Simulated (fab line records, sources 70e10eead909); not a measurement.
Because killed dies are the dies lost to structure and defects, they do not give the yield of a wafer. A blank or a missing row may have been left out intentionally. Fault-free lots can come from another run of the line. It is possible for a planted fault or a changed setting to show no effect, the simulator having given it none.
fab line records	flow nand-harc
record: lots: 6	wafers: 18	last-day: 33
route steps=1302 shown P_GATE@206 P_CONTACT@217
lots with no fault: from the same line, run without faults
start-h: start of the lot's first displayed wafer, in hours after the record's first day	wait-h: hours elapsed since this lot's preceding step	" repeats the value in the row above	L1.1+2: one row covering several wafers at once	- no value, or no start was given	* or withheld: withheld	< > ~ a bound
route shown NAME@n: names a module that has steps shown in the file, with the first one's number in the route	usual: average and standard deviation across the fault-free wafers	same: alike in all rows	chamber/n: place in a boat	sites: readings site by site	_std_site: the standard deviation of these	_edge_site: mean of outer sites minus mean of inner sites	radius-mm: for every site, how far away it sits from the centre of the wafer	mask NAME#n: copy n	behind: the tool/chamber that last shaped the wafer	hold: why the lot was held/for how many hours/how that ended	device: the transistor (n, p or np) that didn't switch	end of line: the same wafers' tests at the end of the route	for a step that has no rows: nothing shown but its recipe	killed: dies lost to structure and defects at the first sort, not the wafer's yield	map: a wafer's dies, x killed, . not, _ none there
set.NAME: the setting the step ran with; set.NAME@STEP: the setting that earlier step ran with	model.NAME: the simulator's own value behind a step, which no gauge read
lots at selected steps of the route; one table per step, one row per wafer
services: when a tool's chamber went out of use (start-h, in hours from the record's first day, below 0 if earlier), for how many hours, and the reason
== steps ==
step: NHARC_P_GATE_STRIP_96
recipe: time-s: 900	temp-c: 130	chemistry: SPM
step: NHARC_P_GATE_RTA_64
recipe: temp-c: 1050	time-s: 1
usual: anneal-temp-c-max: 1056.3/1.6	lamp-power-pct: 36.6/0.47	wafer_temp_C_max: 1054.6/0.89
lot.wafer	tool	chamber	start-h	wait-h	anneal-temp-c-max	lamp-power-pct	wafer_temp_C_max
L275.4	rtp-anneal-02	0	134.30	-	1058.3	37.2	1053.7
L275.5	"	0	"	"	1056.8	37.1	1054.9
L275.6	"	0	"	"	1057.0	37.1	1055.0
L279.3	rtp-anneal-01	0	173.01	-	1054.2	36.2	1055.1
L279.4	"	0	"	"	1057.1	36.2	1054.1
L279.6	"	0	"	"	1054.9	36.1	1053.9
L290.2	rtp-anneal-01	0	288.48	-	1055.2	36.2	1055.1
L290.5	"	0	"	"	1053.6	36.2	1054.1
L290.6	"	0	"	"	1054.2	36.2	1055.5
L289.1	rtp-anneal-02	0	289.24	-	1059.0	37.1	1053.6
L289.2	"	0	"	"	1061.4	37.2	1055.9
L289.3	"	0	"	"	1057.7	37.2	1055.2
L295.2	rtp-anneal-02	0	330.95	-	1058.3	37.1	1054.4
L295.3	"	0	"	"	1057.6	37.1	1053.8
L295.4	"	0	"	"	1056.0	37.0	1053.9
L296.3	rtp-anneal-02	0	342.95	-	1058.1	37.0	1053.3
L296.4	"	0	"	"	1057.2	37.0	1056.6
L296.5	"	0	"	"	1056.4	37.1	1055.1
step: NHARC_P_GATE_ETCH_77
recipe: target-depth-a: 60	chemistry: dHF	material: SiO2
step: NHARC_P_GATE_DEGAS_109
recipe: temp-c: 300	time-s: 60
usual: heater-power-w: 455/23
lot.wafer	tool	chamber	start-h	wait-h	heater-power-w
L275.4	pvd-sputter-03	-	134.53	0.1	442
L275.6	"	-	"	"	429
L275.5	"	-	"	"	439
L279.4	pvd-sputter-01	-	173.25	0.1	410
L279.3	"	-	"	"	435
L279.6	"	-	"	"	458
L290.2	pvd-sputter-03	-	288.77	0.1	470
L290.6	"	-	"	"	436
L290.5	"	-	"	"	460
L289.2	pvd-sputter-01	-	289.55	0.1	440
L289.3	"	-	"	"	451
L289.1	"	-	"	"	425
L295.4	pvd-sputter-03	-	331.22	0.1	449
L295.2	"	-	"	"	462
L295.3	"	-	"	"	470
L296.3	pvd-sputter-01	-	343.20	0.1	437
L296.4	"	-	"	"	448
L296.5	"	-	"	"	420
step: NHARC_P_GATE_PRE_CLEAN_110
recipe: time-s: 30	bias-v: 200	gas: Ar
step: NHARC_P_GATE_SPUTTER_78
recipe: target-thk-a: 100	material: Ni
step: NHARC_P_GATE_SPUTTER_79
recipe: target-thk-a: 100	material: TiN
step: NHARC_P_GATE_RTA_80
recipe: temp-c: 300	time-s: 30
step: NHARC_P_GATE_STRIP_67
recipe: time-s: 600	temp-c: 130	chemistry: SPM
step: NHARC_P_GATE_RTA_82
recipe: temp-c: 450	time-s: 30
usual: anneal-temp-c-max: 452.4/0.83	lamp-power-pct: 4.27/0.051	wafer_temp_C_max: 452.1/0.47
lot.wafer	tool	chamber	start-h	wait-h	anneal-temp-c-max	lamp-power-pct	wafer_temp_C_max
L275.4	rtp-anneal-01	0	135.37	-	451.7	4.24	451.7
L275.5	"	0	"	"	451.9	4.24	451.7
L275.6	"	0	"	"	451.4	4.23	452.7
L279.3	rtp-anneal-01	0	174.13	-	451.6	4.24	452.7
L279.4	"	0	"	"	452.1	4.24	452.1
L279.6	"	0	"	"	451.6	4.24	452.0
L290.2	rtp-anneal-01	0	289.56	-	451.5	4.24	452.6
L290.5	"	0	"	"	451.8	4.23	453.6
L290.6	"	0	"	"	452.6	4.23	452.6
L289.1	rtp-anneal-01	0	290.30	-	451.5	4.23	452.9
L289.2	"	0	"	"	451.9	4.24	452.3
L289.3	"	0	"	"	451.8	4.23	452.1
L295.2	rtp-anneal-01	0	332.02	-	452.0	4.24	453.0
L295.3	"	0	"	"	451.9	4.25	452.8
L295.4	"	0	"	"	451.6	4.24	452.1
L296.3	rtp-anneal-01	0	344.01	-	452.2	4.24	452.3
L296.4	"	0	"	"	451.7	4.24	451.8
L296.5	"	0	"	"	451.5	4.24	452.2
step: NHARC_P_GATE_INSPECT_68
usual: raw-defect-count: 189/66
lot.wafer	tool	chamber	start-h	wait-h	raw-defect-count
L275.4	defect-inspect-01	-	135.51	0.1	217
L275.5	"	-	"	"	224
L275.6	"	-	"	"	145
L279.3	defect-inspect-01	-	174.27	0.1	225
L279.4	"	-	"	"	174
L279.6	"	-	"	"	157
L290.2	defect-inspect-01	-	289.73	0.1	269
L290.5	"	-	"	"	171
L290.6	"	-	"	"	147
L289.1	defect-inspect-02	-	290.50	0.2	198
L289.2	"	-	"	"	137
L289.3	"	-	"	"	165
L295.2	defect-inspect-02	-	332.19	0.1	293
L295.3	"	-	"	"	321
L295.4	"	-	"	"	216
L296.3	defect-inspect-01	-	344.16	0.1	145
L296.4	"	-	"	"	151
L296.5	"	-	"	"	173
step: NHARC_P_CONTACT_DEP_30
recipe: target-thk-a: 300	temp-c: 400	target-thk-nm: 30	flow-sccm: 200	rf-w: 450	material: SiNx
usual: heater-power-w: 722/110	rf-fwd-power-W: 448.8/1.4
lot.wafer	tool	chamber	start-h	wait-h	heater-power-w	rf-fwd-power-W	since-wet-clean-h
L275.5	pecvd-04	1	135.69	0.2	568	448.0	-
L275.4	"	2	"	"	702	448.3	-
L275.6	"	0	"	"	718	448.6	-
L279.3	pecvd-03	0	174.38	0.1	532	446.3	157
L279.6	"	2	"	"	628	449.9	-
L279.4	"	0	"	"	553	446.8	-
L290.2	pecvd-03	1	289.87	0.1	838	448.5	92
L290.6	"	0	"	"	592	448.7	-
L290.5	"	1	"	"	846	447.2	-
L289.2	pecvd-03	1	290.56	0.1	861	448.5	93
L289.1	"	2	"	"	674	445.8	93
L289.3	"	0	"	"	539	446.8	93
L295.3	pecvd-01	1	332.29	0.1	865	449.1	8
L295.2	"	2	"	"	928	448.9	8
L295.4	"	1	"	"	861	449.6	-
L296.3	pecvd-04	0	344.26	0.1	767	446.5	62
L296.5	"	2	"	"	608	448.6	-
L296.4	"	0	"	"	750	446.9	-
step: NHARC_P_CONTACT_DEP_00
recipe: target-thk-a: 5000	temp-c: 400	pressure-torr: 6.5	rf-w: 900	teos-flow-sccm: 161.4	flow-sccm: 2650	target-thk-nm: 500	gas: O2	material: SiO2
usual: heater-power-w: 557/100	mfc-precursor-sccm: 161.5/0.39	rf-fwd-power-W: 898.4/2.6	showerhead-vpp-V: 1809/70	throttle-valve-pct: 15.9/0.36
lot.wafer	tool	chamber	start-h	wait-h	heater-power-w	mfc-precursor-sccm	rf-fwd-power-W	showerhead-vpp-V	since-wet-clean-h	throttle-valve-pct
L275.5	pecvd-04	1	135.94	-	444	160.9	899.2	1855	-	15.8
L275.4	"	2	"	"	502	161.5	898.2	1948	-	15.7
L275.6	"	0	"	"	526	161.9	901.2	1761	-	15.8
L279.3	pecvd-03	0	174.62	-	371	161.7	896.6	1709	158	16.0
L279.6	"	2	"	"	503	161.9	893.9	1832	-	16.5
L279.4	"	0	"	"	405	162.2	901.8	1736	-	16.1
L290.2	pecvd-03	1	290.11	-	572	58.8	899.3	1912	92	14.4
L290.6	"	0	"	"	471	161.8	898.9	1724	-	15.8
L290.5	"	1	"	"	606	59.3	896.9	1941	-	14.1
L289.2	pecvd-03	1	290.80	-	630	59.2	893.3	1936	93	14.1
L289.1	"	2	"	"	524	161.2	897.5	1808	93	16.4
L289.3	"	0	"	"	456	161.7	899.2	1763	93	16.0
L295.3	pecvd-01	1	332.53	-	752	161.5	900.6	1726	8	15.1
L295.2	"	2	"	"	712	161.5	900.5	1802	8	15.8
L295.4	"	1	"	"	753	162.0	900.8	1719	-	15.4
L296.3	pecvd-04	0	344.50	-	540	162.2	898.8	1757	62	15.9
L296.5	"	2	"	"	517	162.2	899.9	1919	-	15.4
L296.4	"	0	"	"	584	161.8	896.7	1779	-	15.9
step: NHARC_P_CONTACT_CMP_01
recipe: target-thk-nm: 200	material: SiO2
usual: motor-current-A: 11.6/0.94
lot.wafer	tool	chamber	start-h	wait-h	motor-current-A
L275.4	cmp-01	2	136.34	-	10.7
L275.5	"	0	"	"	12.3
L275.6	"	1	"	"	12.7
L279.4	cmp-01	2	175.08	-	11.4
L279.3	"	0	"	"	12.2
L279.6	"	1	"	"	12.8
L290.2	cmp-04	0	290.50	-	10.8
L290.6	"	0	"	"	11.1
L290.5	"	1	"	"	10.3
L289.1	cmp-04	0	291.28	-	10.6
L289.2	"	2	"	"	10.6
L289.3	"	3	"	"	12.8
L295.4	cmp-04	2	332.96	-	10.1
L295.2	"	0	"	"	10.8
L295.3	"	1	"	"	10.9
L296.4	cmp-02	0	344.93	-	11.0
L296.3	"	1	"	"	12.1
L296.5	"	1	"	"	12.5
== services ==
tool	chamber	start-h	hours	kind
cmp-04	-	111.00	4.0	pm
cmp-04	-	119.17	2.3	repair
pecvd-01	-	130.30	13.0	pm
cmp-01	-	137.23	1.8	repair
cmp-01	-	166.70	0.4	repair
pecvd-04	2	169.62	30.8	repair
pvd-sputter-01	-	182.99	2.2	repair
pecvd-03	-	185.00	13.0	pm
cmp-01	-	185.50	4.0	pm
pvd-sputter-01	-	192.31	41.4	repair
pecvd-04	-	197.32	5.5	repair
pvd-sputter-03	-	206.35	10.0	pm
cmp-04	-	209.11	4.0	pm
cmp-04	-	228.53	3.6	repair
pecvd-04	2	239.83	11.2	repair
cmp-04	-	242.83	1.6	repair
pecvd-01	-	260.23	0.2	repair
cmp-04	-	263.76	4.8	repair
pecvd-04	-	269.18	13.0	pm
cmp-01	-	283.50	4.0	pm
pecvd-04	-	303.80	1.0	repair
cmp-04	-	307.11	4.0	pm
pecvd-01	-	311.30	13.0	pm
cmp-04	-	314.06	2.3	repair
== key ==
first-sign: step: NHARC_P_CONTACT_DEP_00	reading: mfc-precursor-sccm	direction: down	sigmas: 99+	usual: 161.5	struck: 59.1
effect: step: NHARC_P_CONTACT_DEP_00	reading: throttle-valve-pct	direction: down	sigmas: 4.6	usual: 15.9	struck: 14.2
met-at NHARC_P_CONTACT_DEP_00
struck-wafers L289.2,L290.2,L290.5
sort-left-out L289.2,L290.2,L290.5
tester-left-out L289,L290
fault: kind: process-parameter-drift	tool: pecvd-03	chamber: 1	onset-h: 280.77	steps: NHARC_P_CONTACT_DEP_00	channel: teos-flow-sccm	offset: *	shape: step	end-h: 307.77	acts-in: *	stated: *
tester-left-out: of these lots the tester's yield and bins aren't shown, on N5 and GAA mostly nor the transistor test; their killed dies are dies lost to structure and defects alone, not to doping, threshold or leakage, so they don't give the yield
sort-left-out: the simulated sort isn't trusted on such a fault, so these wafers' sort isn't shown, and their yield isn't known
